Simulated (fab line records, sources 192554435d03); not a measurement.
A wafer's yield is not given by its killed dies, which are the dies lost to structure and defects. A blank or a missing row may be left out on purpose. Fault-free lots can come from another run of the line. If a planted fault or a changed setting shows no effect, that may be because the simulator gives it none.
Matching of chambers / flow n5_finfet / rie_diel-06 running N5_BEOL_M9_STRIP_67: 4 sister chambers
The step strips in CF4. 4 wafers are shown with their chamber, then 10 later ones without.

## WAFERS WITH THEIR CHAMBER
wafer=L089.1; chamber=3; drypump_motor_current_A (A)=5.4
wafer=L089.2; chamber=0; drypump_motor_current_A (A)=6.3
wafer=L089.3; chamber=1; drypump_motor_current_A (A)=5.5
wafer=L089.5; chamber=2; drypump_motor_current_A (A)=5.2

## WAFERS WITH NO CHAMBER GIVEN
wafer=L089.6; drypump_motor_current_A (A)=5.4
wafer=L090.2; drypump_motor_current_A (A)=5.4
wafer=L090.4; drypump_motor_current_A (A)=5.2
wafer=L090.5; drypump_motor_current_A (A)=6.2
wafer=L094.2; drypump_motor_current_A (A)=5.2
wafer=L094.3; drypump_motor_current_A (A)=5.4
wafer=L094.4; drypump_motor_current_A (A)=5.5
wafer=L095.2; drypump_motor_current_A (A)=5.4
wafer=L095.3; drypump_motor_current_A (A)=6.2
wafer=L095.5; drypump_motor_current_A (A)=5.5

## CHAMBER TAKEN BY EACH
wafer=L089.6; from the rows above=3; in truth=3
wafer=L090.2; from the rows above=3; in truth=3
wafer=L090.4; from the rows above=2; in truth=2
wafer=L090.5; from the rows above=0; in truth=0
wafer=L094.2; from the rows above=2; in truth=2
wafer=L094.3; from the rows above=3; in truth=3
wafer=L094.4; from the rows above=1; in truth=1
wafer=L095.2; from the rows above=3; in truth=3
wafer=L095.3; from the rows above=0; in truth=0
wafer=L095.5; from the rows above=1; in truth=1
Correct placement for 10 of the 10. Can't be placed from these rows: 0. 0 placed wrongly.
How it was worked out, from the rows above alone: a wafer's distance from a chamber is the root of the sum, over the readings, of the square of ((its reading less the chamber's mean) divided by the reading's scatter). The wafer belongs to the nearest chamber; if the next one is less than 2 further off, it can't be placed. The mean given for a chamber averages the wafers shown for that chamber. The scatter: root of mean squared gap, hidden wafer to nearest shown wafer, with one shown wafer a chamber.
